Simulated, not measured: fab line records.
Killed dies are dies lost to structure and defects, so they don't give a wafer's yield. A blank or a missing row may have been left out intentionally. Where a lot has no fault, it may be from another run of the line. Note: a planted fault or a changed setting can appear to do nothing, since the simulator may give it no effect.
Matching of chambers | flow nand harc | NHARC_P_GATE_STRIP_101 on rie diel-12 has 4 sister chambers
The step strips in O2, time 20 s. 14 wafers are shown with their chamber, then 7 later ones without.

## WAFERS PAIRED WITH THEIR CHAMBERS
wafer  | chamber | showerhead plenum p Torr (Torr) | drypump motor current A (A) | throttle valve pct (%)
L074.1 | 2       | 3.44                            | 5.6                         | 17.036
L074.5 | 2       | 3.44                            | 5.6                         | 17.038
L074.6 | 1       | 3.47                            | 5.7                         | 17.047
L079.3 | 3       | 3.34                            | 5.2                         | 17.031
L079.4 | 0       | 3.58                            | 5.3                         | 17.042
L079.6 | 2       | 3.44                            | 5.5                         | 17.031
L082.1 | 3       | 3.34                            | 5.2                         | 17.019
L082.3 | 1       | 3.47                            | 5.7                         | 17.032
L082.6 | 0       | 3.57                            | 5.3                         | 17.038
L084.1 | 3       | 3.34                            | 5.3                         | 17.037
L084.2 | 2       | 3.43                            | 5.6                         | 17.037
L084.3 | 1       | 3.47                            | 5.6                         | 17.045
L088.2 | 2       | 3.43                            | 5.6                         | 17.038
L088.5 | 1       | 3.47                            | 5.6                         | 17.046

SIGNATURES, as means of the wafers listed above
reading                  | chamber 0 | chamber 1 | chamber 2 | chamber 3 | scatter within a chamber
showerhead plenum p Torr | 3.5750    | 3.4700    | 3.4360    | 3.3400    | 0.00412
drypump motor current A  | 5.300     | 5.650     | 5.580     | 5.233     | 0.0497
throttle valve pct       | 17.04000  | 17.04250  | 17.03600  | 17.02900  | 0.00599
Rule: for a wafer and a chamber, the distance is found by dividing, reading by reading, the gap between the wafer's reading and the chamber's mean by the reading's scatter, squaring, summing and taking the root. If the next closest chamber is less than 2 further off than the closest, the wafer can't be placed; otherwise it belongs to the closest. The scatter is the square root of a quotient: the sum, over the shown wafers, of each reading's squared deviation from its chamber's mean, divided by wafers minus chambers.

## WAFERS WHOSE CHAMBER IS MISSING
wafer  | showerhead plenum p Torr (Torr) | drypump motor current A (A) | throttle valve pct (%)
L088.6 | 3.43                            | 5.6                         | 17.030
L094.1 | 3.33                            | 5.2                         | 17.033
L094.2 | 3.43                            | 5.6                         | 17.035
L094.4 | 3.57                            | 5.3                         | 17.042
L096.1 | 3.43                            | 5.6                         | 17.024
L096.3 | 3.57                            | 5.3                         | 17.046
L096.5 | 3.47                            | 5.7                         | 17.048

## WHICH CHAMBER EACH ONE RAN IN
wafer  | from the rows above | in truth
L088.6 | 2                   | 2
L094.1 | 3                   | 3
L094.2 | 2                   | 2
L094.4 | 0                   | 0
L096.1 | 2                   | 2
L096.3 | 0                   | 0
L096.5 | 1                   | 1
Correct placement for 7 of the 7. Can't be placed from these rows: 0. Placed wrongly: 0.
